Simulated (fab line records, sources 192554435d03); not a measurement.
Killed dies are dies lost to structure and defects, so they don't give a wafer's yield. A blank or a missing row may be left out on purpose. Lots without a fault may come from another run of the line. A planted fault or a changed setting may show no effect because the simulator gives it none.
fab line records | flow n5_finfet
record lots=7 wafers=39
route steps=1938 shown BEOL_M7@1263 BEOL_M9@1405 BEOL_M11@1599 BEOL_M15@1820
start_h: hours from the record's first day to the start of the lot's first wafer shown | wait_h: hours since the lot's step before | " the same as in the row above | L1.1+2: a row that stands for several wafers | - no value, or no start given | * or withheld: withheld | < > ~ a bound
route shown NAME@n: a module of which the file shows steps, and the number in the route of the first | usual: mean/standard deviation of fault-free wafers | same: alike in all rows | chamber/n: place in a boat | sites: the reading at each site | _std_site: their standard deviation | _edge_site: outer sites' mean less inner sites' | radius_mm: how far each site lies from the wafer's centre | mask NAME#n: copy n | behind: the tool/chamber that last shaped the wafer | hold: why the lot was held/for how many hours/how that ended | device: the transistor (n, p or np) that didn't switch | end of line: the same wafers' tests at the end of the route | a step without rows: its recipe alone | killed: dies lost to structure and defects at the first sort, not the wafer's yield | map: a wafer's dies, x killed, . not, _ none there
set.NAME: the setting as run; set.NAME@STEP: as run at that earlier step | model.NAME: the simulator's own value behind a step, which no gauge read
lots whose settings were changed on purpose; a table a step, a row a wafer
## steps
# step N5_BEOL_M7_ILD_DEP_00
# recipe material=SiCOH_lowk target_thk_a=1797.5 temp_c=300 precursor=DEMS/porogen pressure_torr=5 rf_w=500 time_s=33.4
# columns lot.wafer tool chamber start_h wait_h set.time_s model.SiCOH_lowk_of_BEOL_M7_ILD_DEP_00.thk_nm
L076.1 pecvd-01 1 235.49 0.0 33.4 177.4
L076.2 " 2 " " 33.4 176.4
L076.3 " 0 " " 33.4 175.6
L076.4 " 1 " " 33.4 179.6
L076.5 " 0 " " 33.4 179.4
L076.6 " 2 " " 33.4 180
L084.1 pecvd-01 0 285.26 0.0 39.12 207.2
L084.2 " 2 " " 33.4 175.6
L084.3 " 1 " " 39.12 206.6
L084.4 " 2 " " 33.4 179.6
L084.5 " 1 " " 33.4 184
L084.6 " 0 " " 39.12 210.4
L085.1 pecvd-03 2 307.27 0.0 43 228
L085.2 " 0 " " 43 227.2
L085.3 " 1 " " 33.4 179.4
L085.4 " 0 " " 33.4 180.6
L085.5 " 2 " " 43 231.4
L085.6 " 1 " " 33.4 183
L088.1 pecvd-02 2 332.67 0.0 33.4 180.8
L088.2 " 0 " " 33.4 181.6
L088.3 " 1 " " 23.62 129.2
L088.4 " 1 " " 33.4 183.2
L088.5 " 2 " " 23.62 129.8
L088.6 " 0 " " 23.62 133.8
L095.1 pecvd-02 1 373.65 0.0 33.4 183.6
L095.3 " 0 " " 33.4 184.4
L095.6 " 1 " " 33.4 185.8
L097.1 pecvd-03 2 379.70 0.0 33.4 177.4
L097.2 " 1 " " 14.14 78
L097.3 " 0 " " 14.14 76.4
L097.4 " 0 " " 14.14 77
L097.5 " 2 " " 33.4 178.4
L097.6 " 1 " " 33.4 180
L096.1 pecvd-03 0 384.21 0.0 39.47 211.2
L096.2 " 1 " " 33.4 179.6
L096.3 " 2 " " 33.4 179.2
L096.4 " 1 " " 39.47 214.8
L096.5 " 0 " " 39.47 214.4
L096.6 " 2 " " 33.4 180.6
# step N5_BEOL_M7_CURE_74
# recipe temp_c=385 time_s=240 ambient=He/Ar material=SiCOH_lowk
# columns lot.wafer tool chamber start_h wait_h set.time_s@BEOL_M7_ILD_DEP_00 model.SiCOH_lowk_of_BEOL_M7_ILD_DEP_00.thk_nm
L076.1 uv_cure-02 2 235.62 0.1 33.4 153
L076.2 " 2 " " 33.4 152
L076.3 " 2 " " 33.4 151.4
L076.4+5 " 2 " " 33.4 154.8
L076.6 " 2 " " 33.4 155.2
L084.1 uv_cure-02 0 285.32 0.0 39.12 179
L084.2 " 0 " " 33.4 151.4
L084.3 " 0 " " 39.12 178.6
L084.4 " 0 " " 33.4 154.8
L084.5 " 0 " " 33.4 158.8
L084.6 " 0 " " 39.12 181.6
L085.1 uv_cure-03 1 307.34 0.0 43 197.2
L085.2 " 1 " " 43 196.4
L085.3 " 1 " " 33.4 154.6
L085.4 " 1 " " 33.4 155.8
L085.5 " 1 " " 43 200.2
L085.6 " 1 " " 33.4 157.8
L088.1 uv_cure-02 2 332.73 0.0 33.4 156
L088.2 " 2 " " 33.4 156.6
L088.3 " 2 " " 23.62 111
L088.4 " 2 " " 33.4 158
L088.5 " 2 " " 23.62 111.6
L088.6 " 2 " " 23.62 115.2
L095.1 uv_cure-03 1 374.40 0.7 33.4 158.4
L095.3 " 1 " " 33.4 159
L095.6 " 1 " " 33.4 160.2
L097.1 uv_cure-03 1 379.77 0.0 33.4 152.8
L097.2 " 1 " " 14.14 66.8
L097.3 " 1 " " 14.14 65.4
L097.4 " 1 " " 14.14 66
L097.5 " 1 " " 33.4 153.8
L097.6 " 1 " " 33.4 155.2
L096.1 uv_cure-01 1 384.38 0.2 39.47 182.4
L096.2 " 1 " " 33.4 155
L096.3 " 1 " " 33.4 154.4
L096.4 " 1 " " 39.47 185.6
L096.5 " 1 " " 39.47 185.2
L096.6 " 1 " " 33.4 155.8
# step N5_BEOL_M7_THK_MEAS_01
# recipe reads=SiCOH_lowk_of_BEOL_M7_ILD_DEP_00
# usual M7_ILD_THK=155.0/2.4
# columns lot.wafer tool chamber start_h wait_h set.time_s@BEOL_M7_ILD_DEP_00 M7_ILD_THK[nm]
L076.1 film_metro-02 - 236.13 0.4 33.4 152.9
L076.2 " - " " 33.4 152.0
L076.3 " - " " 33.4 151.3
L076.4 " - " " 33.4 154.8
L076.5 " - " " 33.4 154.8
L076.6 " - " " 33.4 155.2
L084.1 film_metro-02 - 286.31 0.8 39.12 178.8
L084.2 " - " " 33.4 151.4
L084.3 " - " " 39.12 178.4
L084.4 " - " " 33.4 154.8
L084.5 " - " " 33.4 158.8
L084.6 " - " " 39.12 181.6
L085.1 film_metro-01 - 307.85 0.4 43 197.1
L085.2 " - " " 43 196.4
L085.3 " - " " 33.4 154.7
L085.4 " - " " 33.4 155.7
L085.5 " - " " 43 200.2
L085.6 " - " " 33.4 157.9
L088.1 film_metro-02 - 333.25 0.4 33.4 156.0
L088.2 " - " " 33.4 156.6
L088.3 " - " " 23.62 111.0
L088.4 " - " " 33.4 158.1
L088.5 " - " " 23.62 111.6
L088.6 " - " " 23.62 115.1
L095.1 film_metro-01 - 374.91 0.4 33.4 158.5
L095.3 " - " " 33.4 159.0
L095.6 " - " " 33.4 160.1
L097.1 film_metro-01 - 380.28 0.4 33.4 152.9
L097.2 " - " " 14.14 66.8
L097.3 " - " " 14.14 65.5
L097.4 " - " " 14.14 66.0
L097.5 " - " " 33.4 153.9
L097.6 " - " " 33.4 155.3
L096.1 film_metro-01 - 384.90 0.4 39.47 182.4
L096.2 " - " " 33.4 154.9
L096.3 " - " " 33.4 154.5
L096.4 " - " " 39.47 185.6
L096.5 " - " " 39.47 185.3
L096.6 " - " " 33.4 155.8
# step N5_BEOL_M9_HM_DEP_02
# recipe material=TiN target_thk_a=200 temp_c=25 chamber_pressure_pa=0.49996
# columns lot.wafer tool chamber start_h wait_h set.target_thk_a model.TiN_of_BEOL_M9_HM_DEP_02.thk_nm
L076.1 pvd_sputter-02 - 265.93 1.6 284.9 28.4
L076.2+6 " - " " 284.9 28.2
L076.3+4+5 " - " " 200 20
L084.1 pvd_sputter-03 - 306.51 1.8 200 20.2
L084.2+3+4+5 " - " " 200 19.8
L084.6 " - " " 200 20
L085.1+3 pvd_sputter-01 - 324.36 1.2 200 20.2
L085.2+5 " - " " 200 20
L085.4+6 " - " " 200 20.4
L088.1 pvd_sputter-03 - 351.36 1.8 200 20
L088.2+5 " - " " 200 19.8
L088.3+4+6 " - " " 135.6 13.4
L095.1 pvd_sputter-03 - 391.69 0.7 200 20.2
L095.3+6 " - " " 200 20
L097.1 pvd_sputter-01 - 398.69 0.4 252 25.4
L097.2+6 " - " " 252 25
L097.3+5 " - " " 200 20
L097.4 " - " " 200 19.8
L096.1+3+6 pvd_sputter-01 - 410.69 0.9 200 20
L096.2 " - " " 126.1 12.4
L096.4+5 " - " " 126.1 12.6
# step N5_BEOL_M9_COAT_59
# recipe resist=SOC temp_c=250 time_s=60 spin_rpm=1500 resist_thk_nm=100
# step N5_BEOL_M9_COAT_60
# recipe resist=SiARC temp_c=220 time_s=60 spin_rpm=1500 resist_thk_nm=30
# step N5_BEOL_M9_STRIP_68
# recipe chemistry=N2/H2 temp_c=40 n2_flow_sccm=200 h2_flow_sccm=200 rf_frequency_hz=6e+07
# step N5_BEOL_M9_STRIP_67
# recipe chemistry=CF4 resist=SiARC power_w=300 bias_power_w=75 pressure_mtorr=50 cf4_flow_sccm=150 rf_frequency_hz=6e+07
# step N5_BEOL_M9_HM_OPEN_17
# recipe chemistry=Cl2/BCl3 target_depth_a=200 overetch_a=60 target=TiN mask_material=SOC ion_energy_ev=150 pressure_mtorr=10 icp_w=1000 bias_w=126 Cl2_flow_sccm=53.25 bcl3_flow_sccm=21.75 Ar_flow_sccm=25
# columns lot.wafer tool chamber start_h wait_h set.target_thk_a@BEOL_M9_HM_DEP_02 model.etch.depth_nm
L076.1 rie_metal-03 1 266.79 0.0 284.9 26.56
L076.2 " 1 " " 284.9 26.88
L076.3+5 " 1 " " 200 19.91
L076.4 " 1 " " 200 19.98
L076.6 " 1 " " 284.9 26.54
L084.1 rie_metal-03 1 307.60 0.0 200 20.18
L084.2 " 0 " " 200 19.89
L084.3 " 0 " " 200 19.79
L084.4 " 1 " " 200 19.82
L084.5 " 0 " " 200 19.9
L084.6 " 1 " " 200 20.05
L085.1+3 rie_metal-01 0 325.21 0.0 200 20.2
L085.2 " 1 " " 200 20.05
L085.4 " 1 " " 200 20.32
L085.5 " 0 " " 200 20.03
L085.6 " 1 " " 200 20.33
L088.1 rie_metal-03 1 352.09 0.0 200 19.94
L088.2 " 0 " " 200 19.73
L088.3 " 0 " " 135.6 13.45
L088.4 " 1 " " 135.6 13.44
L088.5 " 0 " " 200 19.82
L088.6 " 1 " " 135.6 13.37
L095.1 rie_metal-03 1 392.42 0.0 200 20.13
L095.3 " 0 " " 200 19.99
L095.6 " 1 " " 200 19.91
L097.1 rie_metal-01 1 399.55 0.0 252 25.32
L097.2 " 0 " " 252 25.06
L097.3 " 0 " " 200 20.01
L097.4 " 1 " " 200 19.81
L097.5 " 1 " " 200 20
L097.6 " 0 " " 252 24.93
L096.1 rie_metal-02 1 411.62 0.0 200 20.01
L096.2+5 " 0 " " 126.1 12.5
L096.3 " 0 " " 200 19.91
L096.4 " 1 " " 126.1 12.58
L096.6 " 1 " " 200 19.96
# step N5_BEOL_M11_DEP_56
# recipe material=SiCN target_thk_a=300 temp_c=withheld precursor=3MS/NH3 pressure_torr=3 rf_w=675 time_s=10.5
# columns lot.wafer tool chamber start_h wait_h set.target_thk_a model.SiCN_of_BEOL_M11_DEP_56.thk_nm
L076.1 pecvd-02 0 291.74 0.0 300 29.6
L076.2+5 " 2,0 " " 180.4 18
L076.3 " 1 " " 180.4 17.6
L076.4+6 " 1,2 " " 300 30.2
L084.1 pecvd-01 1 330.55 0.0 300 29.6
L084.2 " 2 " " 300 29.8
L084.3 " 0 " " 398.1 39.4
L084.4 " 0 " " 398.1 39.6
L084.5 " 1 " " 300 30.2
L084.6 " 2 " " 398.1 40.2
L085.1 pecvd-02 1 348.47 0.0 388.3 38.2
L085.2 " 0 " " 300 29.6
L085.3 " 0 " " 300 29.8
L085.4 " 1 " " 300 30.2
L085.5 " 0 " " 388.3 39
L085.6 " 1 " " 388.3 38.8
L088.1 pecvd-03 1 376.11 0.0 300 29.6
L088.2+3 " 2,0 " " 203.6 20
L088.4 " 0 " " 300 30.4
L088.5 " 2 " " 203.6 20.6
L088.6 " 1 " " 300 30.2
L095.1 pecvd-02 2 417.62 0.0 300 29.6
L095.3 " 0 " " 300 29.8
L095.6 " 1 " " 300 30.4
L097.1+4 pecvd-01 1 418.91 0.0 212.3 21.2
L097.2 " 2 " " 300 29.8
L097.3 " 0 " " 300 29.4
L097.5 " 2 " " 300 30.4
L097.6 " 0 " " 212.3 21.4
L096.1 pecvd-02 2 437.20 0.0 300 29.2
L096.2+4+5 " 1 " " 300 29.6
L096.3 " 2 " " 300 30
L096.6 " 2 " " 300 29.4
# step N5_BEOL_M15_SPUTTER_44
# recipe material=Ta target_thk_a=150 temp_c=50 bias_v=80 power_w=15000 chamber_pressure_pa=0.07 time_s=24.19
# columns lot.wafer tool chamber start_h wait_h set.target_thk_a model.Ta_of_BEOL_M15_SPUTTER_44.thk_nm
L076.1 pvd_sputter-01 - 324.82 0.0 150 15
L076.2+3+5+6 " - " " 150 14.8
L076.4 " - " " 150 14.6
L084.1+4+5 pvd_sputter-03 - 352.94 0.0 150 15.2
L084.2+6 " - " " 110.1 11.2
L084.3 " - " " 110.1 11.4
L085.1+6 pvd_sputter-01 - 370.07 0.0 150 15.2
L085.2+4+5 " - " " 215.1 21.6
L085.3 " - " " 150 15
L088.1+2 pvd_sputter-01 - 399.38 0.0 181.2 18.2
L088.3 " - " " 181.2 17.8
L088.4+6 " - " " 150 15
L088.5 " - " " 150 14.8
L097.1 pvd_sputter-02 - 450.18 0.0 100.2 10
L097.2+4 " - " " 100.2 10.2
L097.3 " - " " 150 15
L097.5 " - " " 150 14.8
L097.6 " - " " 150 15.2
L095.1+3 pvd_sputter-03 - 450.27 0.0 150 15
L095.6 " - " " 150 14.8
L096.1+3+6 pvd_sputter-02 - 462.96 0.0 150 14.8
L096.2+4+5 " - " " 150 15
# step N5_BEOL_M15_SPUTTER_45
# recipe material=Cu target_thk_a=1000 temp_c=-20 bias_v=60 power_w=26000 chamber_pressure_pa=0.13 time_s=16.67
# step N5_BEOL_M15_ECD_47
# recipe material=Cu target_thk_a=18600
# step N5_BEOL_M15_ANNEAL_48
# recipe temp_c=225 time_s=90 ambient=N2
# step N5_BEOL_M15_CMP_49
# recipe stop_on=SiO2 t_overpolish_s=4.9 down_force_psi=2 platen_rpm=80 clearing_platen_down_force_psi=2 clearing_platen_rpm=80 post_cmp_clean=cu_alkaline target_thk_nm=850 clearing_platen_pad_velocity_m_s=1.5917 pad_velocity_m_s=1.5917
# usual barrier_field_endpoint_s=11.29/0.24
# columns lot.wafer tool chamber start_h wait_h set.target_thk_a@BEOL_M15_SPUTTER_44 barrier_field_endpoint_s
L076.2 cmp-03 3 325.55 0.2 150 11.43
L076.3 " 0 " " 150 11.31
L076.4 " 1 " " 150 10.78
L076.1 " 2 " " 150 11.43
L076.5 " 3 " " 150 11.39
L076.6 " 0 " " 150 11.16
L084.2 cmp-03 1 355.93 0.2 110.1 9.68
L084.1 " 2 " " 150 11.36
L084.3 " 3 " " 110.1 10.14
L084.4 " 0 " " 150 11.19
L084.6 " 1 " " 110.1 9.63
L084.5 " 2 " " 150 11.34
L085.3 cmp-03 1 371.76 0.2 150 11.24
L085.2 " 2 " " 215.1 14.01
L085.4 " 3 " " 215.1 13.70
L085.1 " 0 " " 150 11.14
L085.5 " 1 " " 215.1 13.63
L085.6 " 2 " " 150 11.44
L088.2 cmp-03 1 400.13 0.2 181.2 12.34
L088.4 " 2 " " 150 11.46
L088.3 " 3 " " 181.2 12.47
L088.1 " 0 " " 181.2 12.58
L088.6 " 1 " " 150 11.41
L088.5 " 2 " " 150 11.19
L097.1 cmp-03 1 450.92 0.3 100.2 9.15
L097.4 " 2 " " 100.2 9.01
L097.3 " 3 " " 150 10.74
L097.2 " 0 " " 100.2 9.39
L097.6 " 1 " " 150 10.83
L097.5 " 2 " " 150 11.07
L095.3 cmp-02 0 451.09 0.2 150 11.62
L095.1 " 1 " " 150 11.62
L095.6 " 3 " " 150 11.36
L096.4 cmp-02 0 463.69 0.1 150 10.93
L096.3 " 1 " " 150 10.99
L096.1 " 2 " " 150 10.97
L096.2 " 3 " " 150 11.08
L096.6 " 0 " " 150 10.92
L096.5 " 1 " " 150 11.14
## key
split step=N5_BEOL_M7_ILD_DEP_00 setting=time_s stated=33.4 by=wafer
response step=N5_BEOL_M7_ILD_DEP_00 reading=model.SiCOH_lowk_of_BEOL_M7_ILD_DEP_00.thk_nm change=+1.74 per=1% r=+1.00
response step=N5_BEOL_M7_CURE_74 reading=model.SiCOH_lowk_of_BEOL_M7_ILD_DEP_00.thk_nm change=+1.51 per=1% r=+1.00
response step=N5_BEOL_M7_THK_MEAS_01 reading=M7_ILD_THK change=+1.51 per=1% r=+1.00
split step=N5_BEOL_M9_HM_DEP_02 setting=target_thk_a stated=200 by=wafer
response step=N5_BEOL_M9_HM_DEP_02 reading=model.TiN_of_BEOL_M9_HM_DEP_02.thk_nm change=+0.199 per=1% r=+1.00
response step=N5_BEOL_M9_HM_OPEN_17 reading=model.etch.depth_nm change=+0.185 per=1% r=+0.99
split step=N5_BEOL_M11_DEP_56 setting=target_thk_a stated=300 by=wafer
response step=N5_BEOL_M11_DEP_56 reading=model.SiCN_of_BEOL_M11_DEP_56.thk_nm change=+0.302 per=1% r=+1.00
split step=N5_BEOL_M15_SPUTTER_44 setting=target_thk_a stated=150 by=wafer
response step=N5_BEOL_M15_SPUTTER_44 reading=model.Ta_of_BEOL_M15_SPUTTER_44.thk_nm change=+0.148 per=1% r=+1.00
response step=N5_BEOL_M15_CMP_49 reading=barrier_field_endpoint_s change=+0.0552 per=1% r=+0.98
